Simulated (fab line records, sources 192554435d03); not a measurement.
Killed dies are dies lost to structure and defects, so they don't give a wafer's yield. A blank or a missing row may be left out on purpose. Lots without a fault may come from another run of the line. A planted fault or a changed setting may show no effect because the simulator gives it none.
fab line records | flow n5_finfet
record lots=5 wafers=15 last_day=20
route steps=1938 shown PMOS_HMC_CHANNEL_EPI@61 FIN_SAQP@90 PASSIVATION@1936
lots that met no fault: from a run of the same line without faults
start_h: hours from the record's first day to the start of the lot's first wafer shown | wait_h: hours since the lot's step before | " the same as in the row above | L1.1+2: a row that stands for several wafers | - no value, or no start given | * or withheld: withheld | < > ~ a bound
route shown NAME@n: a module of which the file shows steps, and the number in the route of the first | usual: mean/standard deviation of fault-free wafers | same: alike in all rows | chamber/n: place in a boat | sites: the reading at each site | _std_site: their standard deviation | _edge_site: outer sites' mean less inner sites' | radius_mm: how far each site lies from the wafer's centre | mask NAME#n: copy n | behind: the tool/chamber that last shaped the wafer | hold: why the lot was held/for how many hours/how that ended | device: the transistor (n, p or np) that didn't switch | end of line: the same wafers' tests at the end of the route | a step without rows: its recipe alone | killed: dies lost to structure and defects at the first sort, not the wafer's yield | map: a wafer's dies, x killed, . not, _ none there
set.NAME: the setting as run; set.NAME@STEP: as run at that earlier step | model.NAME: the simulator's own value behind a step, which no gauge read
lots at some steps of the route; a table a step, a row a wafer
services: from which hour (start_h, from the record's first day; less than 0 if before it) a tool's chamber was out of use, for how many hours, and why
## steps
# step N5_PMOS_HMC_CHANNEL_EPI_SOFTBAKE_04
# recipe temp_c=110 time_s=60 resist=CAR-ArF-block
# step N5_PMOS_HMC_CHANNEL_EPI_EXPOSE_06
# recipe mask_id=PMOS_HMC_BLK na=1.35 source_shape=conventional sigma_outer=0.8 polarization=unpolarized target_cd_nm=240 dose_mj=41
# step N5_PMOS_HMC_CHANNEL_EPI_PEB_07
# recipe peb_temp_c=110 peb_time_s=60 resist=CAR-ArF-block
# step N5_PMOS_HMC_CHANNEL_EPI_DEVELOP_08
# recipe develop_time_s=30 developer=TMAH resist=CAR-ArF-block dev_temp_c=23 rinse_liquid=diw dry=air_spin
# step N5_PMOS_HMC_CHANNEL_EPI_DESCUM_14
# recipe chemistry=O2 time_s=7.9 source_power_w=50 bias_power_w=20 pressure_mtorr=20 rf_frequency_hz=2.712e+07 temp_c=40 resist=CAR-ArF-block o2_flow_sccm=225
# step N5_PMOS_HMC_CHANNEL_EPI_ETCH_32
# recipe chemistry=N2/H2 target=BARC stop_on=SiO2 target_depth_a=858 over_etch_frac=0.3 time_s=50.3 ion_energy_ev=200 mask_material=CAR-ArF-block pressure_mtorr=30 source_w=840 bias_w=150 n2_flow_sccm=200 h2_flow_sccm=200
# step N5_PMOS_HMC_CHANNEL_EPI_HM_OPEN_15
# recipe chemistry=CHF3/O2 target=SiO2 mask_material=CAR-ArF-block target_depth_a=406 CHF3_flow_sccm=50 O2_flow_sccm=5 Ar_flow_sccm=200 time_s=20.3 pressure_mtorr=30 source_w=650 bias_w=170 ion_energy_ev=200
# step N5_PMOS_HMC_CHANNEL_EPI_STRIP_33
# recipe chemistry=N2/H2 power_w=500 temp_c=40 pressure_mtorr=50 rf_frequency_hz=6e+07 overash_fraction=0.3 bias_power_w=8 h2_frac=0.5 n2_flow_sccm=300 h2_flow_sccm=300
# step N5_PMOS_HMC_CHANNEL_EPI_STRIP_17
# recipe chemistry=SPM time_s=750 temp_c=130 h2so4_h2o2_vol_ratio=4 dry=ipa_marangoni
# step N5_PMOS_HMC_CHANNEL_EPI_ETCH_38
# recipe chemistry=CF4 target=SiO2 target_depth_a=15 ion_energy_ev=350 pressure_mtorr=10 icp_w=800 bias_w=400 cf4_flow_sccm=80
# usual drypump_motor_current_A=5.6/0.57 oes_product_au=1.007/0.018 throttle_valve_pct=21.82/0.24
# columns lot.wafer tool chamber start_h wait_h drypump_motor_current_A oes_product_au rf_hours_counter_h throttle_valve_pct
L112.1 rie_si-03 2 47.46 0.0 6.7 1.025 186 21.52
L112.2 " 1 " " 6.3 0.999 159 21.81
L112.4 " 0 " " 5.1 1.015 105 21.84
L113.1 rie_si-05 1 53.51 0.0 5.0 1.004 6 22.17
L113.2 " 0 " " 5.7 1.030 191 22.04
L113.4 " 2 " " 5.2 0.974 110 21.49
L123.2 rie_si-03 0 113.93 0.0 5.1 1.007 106 21.85
L123.3 " 1 " " 6.3 1.006 160 21.82
L123.6 " 1 " " 6.3 1.010 - 21.83
L124.2 rie_si-03 0 119.63 0.0 5.1 1.013 106 21.82
L124.3 " 1 " " 6.3 1.006 160 21.83
L124.5 " 1 " " 6.3 0.996 - 21.82
L127.2 rie_si-03 2 137.61 0.0 6.7 1.024 188 21.53
L127.3 " 0 " " 5.1 1.024 107 21.84
L127.6 " 1 " " 6.3 1.006 - 21.83
# step N5_PMOS_HMC_CHANNEL_EPI_FIN_RECESS_16
# recipe chemistry=HBr/Cl2 target=Si mask_material=SiO2 target_depth_a=540 time_s=18 pressure_mtorr=10 icp_w=800 bias_w=75 HBr_flow_sccm=150 Cl2_flow_sccm=80
# step N5_PMOS_HMC_CHANNEL_EPI_PRECLEAN_36
# recipe chemistry=O3/DIW time_s=45 temp_c=22 o3_ppm=10
# step N5_PMOS_HMC_CHANNEL_EPI_PRECLEAN_18
# recipe chemistry=DHF time_s=30 temp_c=25 dilution=withheld
# step N5_PMOS_HMC_CHANNEL_EPI_SRD_19
# recipe dry=ipa_marangoni do_ppb=5 time_s=30 temp_c=23 rinse_liquid=diw
# step N5_PMOS_HMC_CHANNEL_EPI_EPI_20
# recipe material=SiGe30 mask_material=SiO2 pressure_torr=20 target_thk_a=590 temp_c=600
# step N5_PMOS_HMC_CHANNEL_EPI_HM_STRIP_35
# recipe chemistry=dHF temp_c=25 material=SiO2 target=SiO2 target_depth_a=396 time_s=216
# step N5_PMOS_HMC_CHANNEL_EPI_SRD_39
# recipe dry=ipa_marangoni time_s=30 temp_c=23 rinse_liquid=diw
# step N5_PMOS_HMC_CHANNEL_EPI_CMP_21
# recipe material=SiGe30 post_cmp_clean=alkaline_brush target_thk_nm=54
# step N5_PMOS_HMC_CHANNEL_EPI_PRECLEAN_40
# recipe chemistry=DHF time_s=30 temp_c=25 dilution=withheld
# step N5_PMOS_HMC_CHANNEL_EPI_PRECLEAN_37
# recipe chemistry=O3/DIW time_s=45 temp_c=22 o3_ppm=10
# step N5_PMOS_HMC_CHANNEL_EPI_PRECLEAN_24
# recipe chemistry=DHF time_s=30 temp_c=25 dilution=withheld
# step N5_PMOS_HMC_CHANNEL_EPI_SRD_25
# recipe dry=ipa_marangoni do_ppb=5 time_s=30 temp_c=23 rinse_liquid=diw
# step N5_PMOS_HMC_CHANNEL_EPI_EPI_26
# recipe material=Si target_thk_a=38 temp_c=650 precursor=SiH4/H2 pressure_torr=20 time_s=22.7
# step N5_FIN_SAQP_PRECLEAN_42
# recipe chemistry=O3/DIW time_s=60 temp_c=22 o3_ppm=10
# step N5_FIN_SAQP_PRECLEAN_00
# recipe chemistry=SC1 time_s=60 temp_c=55 mix=1:2:50
# step N5_FIN_SAQP_PRECLEAN_44
# recipe chemistry=SC2 time_s=45 temp_c=35 mix=1:1:50
# step N5_FIN_SAQP_SRD_01
# recipe dry=ipa_marangoni time_s=30 temp_c=23 rinse_liquid=diw
# step N5_FIN_SAQP_ALD_61
# recipe material=SiO2 target_thk_a=40 temp_c=300 ald_precursor_family=BDEAS ald_co_reactant=O2-plasma pulse_time_s=1 purge_time_s=2 co_reactant_purge_time_s=2 ald_cycles=43 pressure_torr=2
# step N5_FIN_SAQP_DENSIFY_62
# recipe temp_c=700 time_s=60 ambient=N2 idle_temp_c=600 ramp_up_c_per_s=150 ramp_down_c_per_s=60 cool_to_c=600
# step N5_FIN_SAQP_HM_DEP_03
# recipe material=SiNx target_thk_a=380 temp_c=400 precursor=SiH4/NH3/N2 pressure_torr=1.5 rf_w=300 time_s=33.6
# step N5_FIN_SAQP_PECVD_47
# recipe material=a-Si target_thk_a=450 temp_c=400 precursor=SiH4/He pressure_torr=3 rf_w=100 time_s=36.3
# step N5_FIN_SAQP_PECVD_48
# recipe material=SiNx target_thk_a=250 temp_c=400 precursor=SiH4/NH3/N2 pressure_torr=1.5 rf_w=300 time_s=22.1
# step N5_FIN_SAQP_PECVD_06
# recipe material=a-Si target_thk_a=600 temp_c=400 precursor=SiH4/He pressure_torr=3 rf_w=100 time_s=48.1
# step N5_FIN_SAQP_HM_DEP_72
# recipe material=SiO2 target_thk_a=120 temp_c=400 precursor=SiH4/N2O pressure_torr=0.75 rf_w=275 time_s=7.2
# step N5_PASSIVATION_PROBE_49
# usual defect_limited_yield=91.2/1.3 killed_at_M0_to_M3=34/9.2 killed_at_M4_up=14/5 killed_at_contacts=13/6.7 killed_at_front_end=39/12 killed_at_other=4/3.3 killed_dies=104/15 killed_open=68/12 killed_short=34/7.5 sort_bin_5_function=5.2/0.87 sort_bin_6_memory=3.3/0.63 sort_n_pass=1076/15 sort_yield_pct=91.2/1.3
# same gross_dies=1180 killed_at_back_side=0 sort_bin_4_leakage[%]=0 sort_bin_8_speed[%]=0
# columns lot.wafer tool chamber start_h wait_h defect_limited_yield[%] killed_at_M0_to_M3 killed_at_M4_up killed_at_contacts killed_at_front_end killed_at_other killed_dies killed_open killed_short sort_bin_5_function[%] sort_bin_6_memory[%] sort_n_pass sort_yield_pct[%]
L123.3 prober-02 - 439.64 0.1 80.8 42 10 13 159 2 226 78 27 11.8 5.3 954 80.8
L123.6 prober-02 - 439.79 0.3 79.5 36 9 9 183 5 242 76 39 12.0 5.8 938 79.5
L124.3 prober-02 - 439.94 0.4 82.9 32 7 8 154 1 202 61 35 10.3 4.8 978 82.9
L124.5 prober-02 - 440.04 0.5 81.5 36 15 17 146 4 218 78 31 11.7 4.9 962 81.5
L127.6 prober-02 - 478.93 0.3 81.4 39 15 8 154 4 220 54 44 12.4 4.1 960 81.4
# killed by level:class
L123.3 PMOS_HMC_CHANNEL_EPI:unspecified=115 BEOL_M0_SAQP:geometric_particle:open=15 MOL_CONTACT_COAG:geometric_particle:open=13 FIN_SAQP:geometric_particle:open=12 BEOL_M2:geometric_particle:open=8 STI_FIN_REVEAL:geometric_particle:open=8 FIN_SAQP:geometric_particle:short=7 BEOL_M0_SAQP:geometric_particle:short=7
L123.6 PMOS_HMC_CHANNEL_EPI:unspecified=122 STI_FIN_REVEAL:geometric_particle:open=17 BEOL_M3:geometric_particle:open=13 GATE_CUT:geometric_particle:short=8 MOL_CONTACT_COAG:geometric_particle:open=8 BEOL_M0_SAQP:geometric_particle:short=8 BEOL_M4:geometric_particle:open=6 FIN_SAQP:geometric_particle:short=5
L124.3 PMOS_HMC_CHANNEL_EPI:unspecified=106 FIN_SAQP:geometric_particle:short=14 FIN_SAQP:geometric_particle:open=12 BEOL_M3:geometric_particle:open=12 MOL_CONTACT_COAG:geometric_particle:open=7 BEOL_M0_SAQP:geometric_particle:short=6 GATE_CUT:geometric_particle:short=5 BEOL_M2:geometric_particle:open=5
L124.5 PMOS_HMC_CHANNEL_EPI:unspecified=108 MOL_CONTACT_COAG:geometric_particle:open=16 FIN_SAQP:geometric_particle:open=11 BEOL_M3:geometric_particle:open=11 BEOL_M2:geometric_particle:open=8 BEOL_M4:geometric_particle:open=8 DUMMY_GATE:geometric_particle:open=6 FIN_SAQP:geometric_particle:short=5
L127.6 PMOS_HMC_CHANNEL_EPI:unspecified=119 FIN_SAQP:geometric_particle:short=15 BEOL_M2:geometric_particle:open=9 BEOL_M0_SAQP:geometric_particle:short=8 BEOL_M4:geometric_particle:open=7 MOL_CONTACT_COAG:geometric_particle:open=6 FIN_SAQP:geometric_particle:open=5 GATE_CUT:geometric_particle:short=5
# map L123.6 (x killed, . not)
_________________........x.x.________________
______________....x...........x._____________
___________x........xx..x.xx.......__________
__________...................x..x..._________
________.........x.x..........x.x....._______
_______.........................x...x.x______
______............x........x........x..._____
_____x...x.....x...x........x............____
____..................x........x..x.......___
___...............x....x.................x.__
___..................xx.x.x.....x.x..xx.x.x__
__........x......x.........x.....x.xxx.xxxx._
__....x.....x...x.....x..........xxxxxxx.xx._
_.................x.x..x..x...xx.xxxxxxxxxxx.
_.x.......x.............x...xx...xxxxxxxxxxxx
_.....x....x...................xxxxxxxxxxxxxx
_...................xx......xx..xxxxxxxxxxxxx
_..x...........................xxxxxxxxxxxxxx
_x.x....x.......x............x.xxxx.xxxxxxxxx
_..........x....x....x....x......x.xxxxxxxxx.
_.............x..................xxx.xxxx.x..
__............................x...x...x.x.xx_
__...................x..............x.xxx..._
___..xx....................x....x...x......__
___........................................__
____...x..xxx..............x......x.......___
_____....................xx....x.........____
______.....x..........x.x...x..........x_____
_______xx........x...x......x....x.....______
________.x.......x......xx...x......xx_______
__________.............x.....xx....._________
___________.x.x.x..................__________
______________.....x..x.....x..._____________
_________________............________________
# map L124.5 (x killed, . not)
_________________.....x......________________
______________.x................_____________
___________x.......................__________
__________.............x..x.....x..._________
________.............................._______
_______..............x...x.........x...______
______.......x................x........._____
_____............x.......x.......x.......____
____..x....x...x...x.............x........___
___..x........................xx...........__
___............................xx...x..x...__
__............x.........x.xx........x..xxx.._
__x..........x..................x...xxxx.xx._
_..........x...x....x.x........x..xxxxxxxxx..
_.......................x..x....xxxxxxxxxxxx.
_..........x.x............x....x.xxxxxxxxxxxx
_.......................x.....x.xxxxxxxxxxxxx
_.......x.x...x......x....x.....xxxxxxxxxxxxx
_x.......x....x..x...............xxxxxxxxxxxx
_.....x......x...............x.x..xxxxxxxxxxx
_...xx............................xxxxxxxxxx.
__..x..xx..x.......x.x....x.xx.....xxxx.xxx._
__.............x......x...x......x...x.x...._
___..........x..x..x....xx...x.............__
___.............x..........................__
____.........x.....x......................___
_____........x.x................x........____
______...x.......xx.....x........xx..x.._____
_______...x..xx.x......................______
________.xx......................x...._______
__________..x......................._________
___________..........x..x..........__________
______________.....xx......x..x._____________
_________________............________________
## services
# columns tool chamber start_h hours kind
rie_si-03 - 41.01 2.8 pm
rie_si-03 2 93.10 14.9 repair
rie_si-03 - 109.49 0.4 repair
rie_si-03 3 112.39 - clean
rie_si-03 3 112.39 14.2 scheduled_down
rie_si-03 3 112.39 14.2 vent_cycle
## key
first_sign step=N5_PASSIVATION_PROBE_49 reading=killed_at_front_end direction=up sigmas=9.8 usual=39 struck=159
effect step=N5_PASSIVATION_PROBE_49 reading=defect_limited_yield direction=down sigmas=7.7 usual=91.2 struck=81.2
more_kills_born_at N5_PMOS_HMC_CHANNEL_EPI_ETCH_38@rie_si-03=570
met_at N5_PMOS_HMC_CHANNEL_EPI_ETCH_38
struck_wafers L123.3,L123.6,L124.3,L124.5,L127.6
onset_between 47.46 113.93
fault kind=chamber_particle_source tool=rie_si-03 chamber=1 onset_h=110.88 steps=N5_PMOS_HMC_CHANNEL_EPI_ETCH_38 rate_per_visit_cm2=0.72182 end_h=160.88
